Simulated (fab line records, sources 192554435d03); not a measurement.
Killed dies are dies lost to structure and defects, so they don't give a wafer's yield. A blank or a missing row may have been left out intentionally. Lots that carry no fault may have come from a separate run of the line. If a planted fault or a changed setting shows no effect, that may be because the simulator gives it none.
fab line records    flow n5_finfet
[record] lots = 3  wafers = 9  last_day = 16
route steps=1938 shown BEOL_M10@1495 BEOL_M11@1536 PASSIVATION@1936
lots that met no fault: taken from a fault-free run of the same line
start_h: hours from the record's first day to the start of the lot's first wafer shown    wait_h: how many hours have passed since the lot's step before this one    " the same as in the row above    L1.1+2: a row that stands for several wafers    - no value, or no start was given    * or withheld: withheld    < > ~ a bound
route shown NAME@n: a module of which the file shows steps, and the number in the route of the first    usual: the fault-free wafers' mean and standard deviation    same: alike in all rows    chamber/n: place in a boat    sites: per-site readings    _std_site: the standard deviation of these    _edge_site: the outer-site mean with the inner-site mean subtracted    radius_mm: for every site, how far away it sits from the centre of the wafer    mask NAME#n: copy n    behind: the tool/chamber that last shaped the wafer    hold: the reason the lot was held/the length of the hold in hours/how it ended    device: which transistor (n, p or np) failed to switch    end of line: the route-end tests of the same wafers    a step with no rows: only its recipe    killed: at the first sort, the dies lost to defects and structure; wafer yield is something else    map: a wafer's dies, x killed, . not, _ none there
set.NAME: the run value of the setting; set.NAME@STEP: its run value at that earlier step    model.NAME: the simulator's own value behind a step, which no gauge read
lots seen at some steps along the route; tables by step, rows by wafer
services: a tool's chamber out of use, with start hour (start_h, from the record's first day; less than 0 if before it), hours out, and reason
[[steps]]
[step N5_BEOL_M10_COAT_64]
[recipe] resist = SiARC  temp_c = 220  time_s = 60  spin_rpm = 1500  resist_thk_nm = 30
[step N5_BEOL_M10_COAT_22]
[recipe] resist = CAR-ArF  spin_rpm = 1500  resist_thk_nm = 90
[step N5_BEOL_M10_EBR_24]
[recipe] solvent = PGMEA  ebr_width_mm = 1.5
[step N5_BEOL_M10_SOFTBAKE_23]
[recipe] temp_c = 110  time_s = 60  resist = CAR-ArF
[step N5_BEOL_M10_EXPOSE_25]
[recipe] mask_id = V9  na = 1.35  source_shape = annular  sigma_inner = 0.5  sigma_outer = 0.8  polarization = unpolarized  dose_mj = 85.5
[step N5_BEOL_M10_PEB_26]
[recipe] peb_temp_c = withheld  peb_time_s = 60  resist = CAR-ArF
[step N5_BEOL_M10_DEVELOP_27]
[recipe] develop_time_s = 30  developer = TMAH  resist = CAR-ArF  rinse_liquid = diw  dry = air_spin  dev_temp_c = 23
[step N5_BEOL_M10_DESCUM_33]
[recipe] chemistry = O2  time_s = 7.9  source_power_w = 50  bias_power_w = 20  pressure_mtorr = 20  rf_frequency_hz = 2.712e+07  temp_c = 40  resist = CAR-ArF  o2_flow_sccm = 225
[step N5_BEOL_M10_ETCH_65]
[recipe] chemistry = CF4  target = SiARC  target_depth_a = 390  mask_material = CAR-ArF  time_s = 65  ion_energy_ev = 80  pressure_mtorr = 40  source_w = 545  bias_w = 36  Ar_flow_sccm = 100  cf4_flow_sccm = 100  ends = cleared
[step N5_BEOL_M10_ETCH_66]
[recipe] chemistry = N2/H2  target = SOC  target_depth_a = 1200  overetch_a = 240  mask_material = SiARC  temp_c = 40  time_s = 180  ion_energy_ev = 200  pressure_mtorr = 30  source_w = 840  bias_w = 150  n2_flow_sccm = 200  h2_flow_sccm = 200
[usual] drypump_motor_current_A = 5.6/0.59  oes_product_au = 0.67/0.063  rf_vpp_V = 523.8/2.6  showerhead_plenum_p_Torr = 2.54/0.092  throttle_valve_pct = 17.59/0.27
lot.wafer  tool         chamber  start_h  wait_h  drypump_motor_current_A  oes_product_au  rf_hours_counter_h  rf_vpp_V  showerhead_plenum_p_Torr  throttle_valve_pct
L169.1     rie_diel-05  2        212.39   0.0     5.6                      0.64            124                 524.1     2.55                      17.70
L169.2     "            1        "        "       4.9                      0.72            30                  522.5     2.48                      17.13
L169.5     "            1        "        "       4.9                      0.71            -                   523.2     2.48                      17.13
L179.2     rie_diel-05  1        284.14   0.0     4.9                      0.68            59                  521.5     2.47                      17.17
L179.5     "            0        "        "       5.3                      0.62            -                   520.7     2.44                      17.70
L179.6     "            3        "        "       5.4                      0.74            -                   522.3     2.50                      17.48
L184.1     rie_diel-02  3        320.95   0.0     5.8                      0.61            164                 523.6     2.54                      17.75
L184.3     "            0        "        "       5.7                      0.63            123                 523.2     2.45                      17.45
L184.6     "            3        "        "       5.8                      0.61            -                   524.1     2.54                      17.76
[step N5_BEOL_M10_STRIP_69]
[recipe] chemistry = N2/H2  temp_c = 40  n2_flow_sccm = 200  h2_flow_sccm = 200  rf_frequency_hz = 6e+07
[step N5_BEOL_M10_VIA_ETCH_34]
[recipe] chemistry = C4F6/O2  target = SiCOH_lowk  target_depth_a = 1845  mask_material = SOC  taper_deg = 4  time_s = 69.2  ion_energy_ev = 250  pressure_mtorr = 30  source_w = 345  bias_w = 185  Ar_flow_sccm = 300  C4F6_flow_sccm = 10  O2_flow_sccm = 10
[step N5_BEOL_M10_STRIP_73]
[recipe] chemistry = C4F6/O2  resist = SiARC  rf_frequency_hz = 6e+07
[step N5_BEOL_M10_STRIP_36]
[recipe] chemistry = N2/H2  power_w = 450  temp_c = 40  pressure_mtorr = 20  rf_frequency_hz = 6e+07  overash_fraction = 0.3  bias_power_w = 7  h2_frac = 0.5  n2_flow_sccm = 200  h2_flow_sccm = 200
[step N5_BEOL_M10_TRENCH_ETCH_37]
[recipe] chemistry = C4F6/O2  target_depth_a = 1488.3  target = SiCOH_lowk  time_s = 48  ion_energy_ev = 250  pressure_mtorr = 30  source_w = 345  bias_w = 185  Ar_flow_sccm = 300  C4F6_flow_sccm = 10  O2_flow_sccm = 10
[step N5_BEOL_M10_ETCH_41]
[recipe] chemistry = CH3F/O2  target = SiCN  target_depth_a = 426  taper_deg = 2  time_s = 86  ion_energy_ev = 120  mask_material = TiN  pressure_mtorr = 30  source_w = 395  bias_w = 75  Ar_flow_sccm = 150  CH3F_flow_sccm = 30  O2_flow_sccm = 20
[step N5_BEOL_M10_STRIP_77]
[recipe] chemistry = N2/H2  time_s = 10  power_w = 450  temp_c = 40  pressure_mtorr = 20  rf_frequency_hz = 6e+07  bias_power_w = 7  n2_flow_sccm = 200  h2_flow_sccm = 200
[step N5_BEOL_M10_HM_STRIP_39]
[recipe] chemistry = peroxide_tin_strip  material = TiN  target_depth_a = 250  temp_c = 50  time_s = 158
[step N5_BEOL_M10_SRD_40]
[recipe] time_s = 30  temp_c = 23  rinse_liquid = diw  dry = ipa_marangoni
[step N5_BEOL_M10_PRECLEAN_42]
[recipe] chemistry = residue_remover  time_s = 60  temp_c = 40
[step N5_BEOL_M10_SRD_43]
[recipe] time_s = 30  temp_c = 23  rinse_liquid = diw  dry = ipa_marangoni
[step N5_BEOL_M10_CURE_72]
[recipe] temp_c = 370  time_s = 120  ambient = DMADMS/He  material = SiCOH_lowk
[step N5_BEOL_M10_DEGAS_44]
[recipe] ambient = vacuum  temp_c = 250  time_s = 60
[step N5_BEOL_M10_PRE_CLEAN_45]
[recipe] gas = H2/He  time_s = 30  temp_c = 250
[step N5_BEOL_M10_ALD_74]
[recipe] material = TaN  target_thk_a = 20  temp_c = 275  ald_precursor_family = PDMAT  ald_co_reactant = NH3  pressure_torr = 3  carrier_flow_sccm = 1500  pulse_time_s = 2  purge_time_s = 3  co_reactant_purge_time_s = 2  co_reactant_pulse_time_s = 3  ald_cycles = 40  precursor_vessel_temp_c = 75  precursor_vessel_pressure_torr = 26.25  precursor_vessel_carrier_sccm = 1000
[step N5_BEOL_M10_SURFACE_TREAT_76]
[recipe] gas = Ar  time_s = *  ion_energy_ev = *  ion_current_ma_cm2 = 0.5  pressure_mtorr = *  ar_flow_sccm = 30
[step N5_BEOL_M10_CVD_75]
[recipe] material = Co  target_thk_a = 20  temp_c = withheld  precursor = CCTBA/H2  pressure_torr = 30  time_s = 138.9
[step N5_BEOL_M10_SPUTTER_48]
[recipe] material = Cu  target_thk_a = 120  temp_c = -20  bias_v = 60  power_w = 26000  chamber_pressure_pa = 0.13  time_s = 2
[step N5_BEOL_M10_ECD_50]
[recipe] material = Cu  target_thk_a = 3180
[step N5_BEOL_M10_ANNEAL_51]
[recipe] temp_c = 225  time_s = 90  ambient = N2
[step N5_BEOL_M10_CMP_52]
[recipe] stop_on = SiCOH_lowk  t_overpolish_s = 7  down_force_psi = 1  platen_rpm = 50  clearing_platen_down_force_psi = 1.5  clearing_platen_rpm = 50  post_cmp_clean = cu_alkaline  target_thk_nm = 140  clearing_platen_pad_velocity_m_s = 0.99484  pad_velocity_m_s = 0.99484
[step N5_BEOL_M10_PRE_CLEAN_55]
[recipe] gas = NH3  time_s = 15  temp_c = withheld  rf_power_w = 300
[step N5_BEOL_M10_DEP_56]
[recipe] material = SiCN  target_thk_a = 150  temp_c = withheld  precursor = 3MS/NH3  pressure_torr = 3  rf_w = 202  time_s = 26.5
[step N5_BEOL_M11_ILD_DEP_00]
[recipe] material = SiCOH_lowk  target_thk_a = 3085.1  temp_c = 300  precursor = DEMS/porogen  pressure_torr = 5  rf_w = 500  time_s = 58
[step N5_PASSIVATION_PROBE_49]
[usual] defect_limited_yield = 91.2/1.6  killed_at_M0_to_M3 = 34/11  killed_at_M4_up = 14/5.7  killed_at_contacts = 14/6.6  killed_at_front_end = 37/10  killed_at_other = 4/3.2  killed_dies = 104/19  killed_open = 69/13  killed_short = 33/8.7  sort_bin_5_function = 5.1/1  sort_bin_6_memory = 3.3/0.76  sort_n_pass = 1076/19  sort_yield_pct = 91.2/1.6
[same] gross_dies = 1180  killed_at_back_side = 0  sort_bin_4_leakage[%] = 0  sort_bin_8_speed[%] = 0
lot.wafer  tool       chamber  start_h  wait_h  defect_limited_yield[%]  killed_at_M0_to_M3  killed_at_M4_up  killed_at_contacts  killed_at_front_end  killed_at_other  killed_dies  killed_open  killed_short  sort_bin_5_function[%]  sort_bin_6_memory[%]  sort_n_pass  sort_yield_pct[%]
L169.1     prober-02  -        256.37   0.0     91.2                     33                  20               21                  30                   0                104          72           29            5.3                     2.9                   1076         91.2
L169.2     prober-02  -        256.42   0.1     89.7                     36                  18               16                  45                   7                122          78           33            6.4                     3.4                   1058         89.7
L169.5     prober-02  -        256.57   0.2     93.6                     32                  6                17                  17                   3                75           56           18            3.7                     2.5                   1105         93.6
L179.2     prober-01  -        331.53   0.1     79.0                     44                  142              24                  34                   4                248          77           40            13.6                    5.5                   932          79.0
L184.1     prober-02  -        373.93   0.0     91.4                     28                  15               12                  46                   0                101          66           34            4.7                     3.6                   1079         91.4
L184.3     prober-02  -        374.03   0.1     90.8                     25                  18               16                  48                   1                108          84           24            6.0                     3.0                   1072         90.8
L184.6     prober-02  -        374.18   0.3     91.8                     32                  13               13                  39                   0                97           71           25            5.0                     3.1                   1083         91.8
// killed by level:class
L169.1 MOL_CONTACT_COAG:geometric_particle:open=17 FIN_SAQP:geometric_particle:open=8 BEOL_M0_SAQP:geometric_particle:open=8 STI_FIN_REVEAL:geometric_particle:open=6 BEOL_M0_SAQP:geometric_particle:short=6 BEOL_M4:geometric_particle:short=5 BEOL_M4:geometric_particle:open=5 MOL_CONTACT_COAG:geometric_particle:short=4
L169.2 MOL_CONTACT_COAG:geometric_particle:open=13 BEOL_M0_SAQP:geometric_particle:open=10 SPACER0:geometric_particle:open=9 SPACER0:geometric_particle:short=9 BEOL_M0:geometric_particle:open=8 BEOL_M0_SAQP:geometric_particle:short=6 BEOL_M4:geometric_particle:open=6 HKMG_FIN:area_etch=6
L169.5 MOL_CONTACT_COAG:geometric_particle:open=13 BEOL_M2:geometric_particle:open=7 BEOL_M0_SAQP:geometric_particle:open=6 BEOL_M1:geometric_particle:open=6 BEOL_M0_SAQP:geometric_particle:short=5 MOL_CONTACT_COAG:geometric_particle:short=4 BEOL_M3:geometric_particle:open=4 BEOL_M4:geometric_particle:open=4
L179.2 BEOL_M10:unspecified=130 MOL_CONTACT_COAG:geometric_particle:open=20 BEOL_M0_SAQP:geometric_particle:short=12 FIN_SAQP:geometric_particle:short=11 BEOL_M0_SAQP:geometric_particle:open=11 BEOL_M2:geometric_particle:open=9 STI_FIN_REVEAL:geometric_particle:open=8 BEOL_M4:geometric_particle:open=7
L184.1 FIN_SAQP:geometric_particle:short=14 MOL_CONTACT_COAG:geometric_particle:open=11 FIN_SAQP:geometric_particle:open=10 BEOL_M1:geometric_particle:open=8 BEOL_M0_SAQP:geometric_particle:open=8 BEOL_M0_SAQP:geometric_particle:short=5 STI_FIN_REVEAL:geometric_particle:open=4 BEOL_M5:geometric_particle:open=4
L184.3 FIN_SAQP:geometric_particle:open=20 MOL_CONTACT_COAG:geometric_particle:open=14 BEOL_M0_SAQP:geometric_particle:open=10 FIN_SAQP:geometric_particle:short=6 BEOL_M0_SAQP:geometric_particle:short=6 STI_FIN_REVEAL:geometric_particle:open=5 BEOL_M4:geometric_particle:open=5 GATE_CUT:geometric_particle:open=4
L184.6 FIN_SAQP:geometric_particle:open=12 STI_FIN_REVEAL:geometric_particle:open=11 MOL_CONTACT_COAG:geometric_particle:open=10 BEOL_M2:geometric_particle:open=7 BEOL_M0_SAQP:geometric_particle:short=6 BEOL_M0_SAQP:geometric_particle:open=5 BEOL_M0:geometric_particle:open=5 FIN_SAQP:geometric_particle:short=4
// map L179.2 (x killed, . not)
_________________..........x.________________
______________.................._____________
___________....................xxx.__________
__________.......................x.._________
________.................x............_______
_______..........x.x....x.x............______
______.xxx......x.x..xxxxxxxxx.......x.._____
_____.............xxxxxxxxxxx............____
____...........x.x.xxxxxxxx..xx..x........___
___..........x...xxxxxxxxxxxxxxx...........__
___..........x.x.xxxxxxxxxxxxx........xx...__
__x.....x.......xxxxxxxxxxxxxxxx............_
__........x......xxxxxxxxxxxxx.............._
_................x.xxxxxxxxxxxxx..x.......x..
_x...x..x.x......xxxx.xxxxxxx................
_...........xx.x..xxxxxxx.xxx....x...x.......
_x..........x...xx.....x.xx..x..x....xx......
_........xx.......x......xx..x.....x..x..x..x
_..x.............x....x.................x..xx
_....x....x....x.................xx..........
_..x.............x..x....x..........x........
__...x...x...................x.......x......_
__..xx.xx......x........x.....x......x......_
___x...........x.x.x.......................__
___x......x.............x..................__
____.x..................x..........x......___
_____...x..................x......x.....x____
______.......x........xx........x......._____
_______......x..........x.xx...........______
________x....x...x..x...x............._______
__________.xxx.xx..................._________
___________..xx............x.......__________
______________......x.......x..x_____________
_________________x...........________________
// map L169.2 (x killed, . not)
_________________......x.....________________
______________.x.x............x._____________
___________.x.........x...x........__________
__________.............x..x...x....._________
________..............x......x........_______
_______x.........x..........x....x.x...______
______.................................._____
_____...................x.x..............____
____..................x....xx........x..xx___
___........x..............x...............x__
___x.............x.........x.x.......xx....__
__.......x.......x.........................._
__...........x.........x...................._
_.............xx.............x.....x.........
_...x......x.......xx.....x..........x...x...
_............................x.x....x........
_....x.......xx........x.................x..x
_............x....x.xx....................x.x
_x........x.................x...............x
_.x...............x.x..........x..x..........
_...x......x..........x......................
__.............x..........x......xx........._
__.......x...........................x.xx..._
___......x...x.............................__
___....................x....x....x.......x.__
____..........x....x.xx...................___
_____.x..........x.........x....x...x....____
______x.....xx.....x......xx..x....x.x.._____
_______..x............................x______
________............x................._______
__________x...x..x..........x.....xx_________
___________......x....x............__________
______________............x.x..._____________
_________________x...........________________
[[services]]
tool         chamber  start_h  hours  kind
rie_diel-05  3        198.03   -      clean
rie_diel-05  3        198.03   -      consumable_replace:focus_ring
rie_diel-05  3        198.03   19.4   scheduled_down
rie_diel-05  3        198.03   19.4   vent_cycle
rie_diel-05  -        250.18   0.4    repair
rie_diel-02  1        268.76   -      clean
rie_diel-02  1        268.76   -      consumable_replace:focus_ring
rie_diel-02  1        268.76   20.5   scheduled_down
rie_diel-02  1        268.76   20.5   vent_cycle
[[key]]
[first_sign] step = N5_PASSIVATION_PROBE_49  reading = killed_at_M4_up  direction = up  sigmas = 23  usual = 14  struck = 142
[effect] step = N5_PASSIVATION_PROBE_49  reading = defect_limited_yield  direction = down  sigmas = 7.4  usual = 91.2  struck = 79.0
[more_kills_born_at] N5_BEOL_M10_ETCH_66@rie_diel-05 = 130
met_at N5_BEOL_M10_ETCH_66
struck_wafers L179.2
onset_between 212.39 284.14
[fault] kind = chamber_particle_source  tool = rie_diel-05  chamber = 1  onset_h = 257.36  steps = N5_BEOL_M10_ETCH_66  rate_per_visit_cm2 = 0.76987  end_h = 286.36
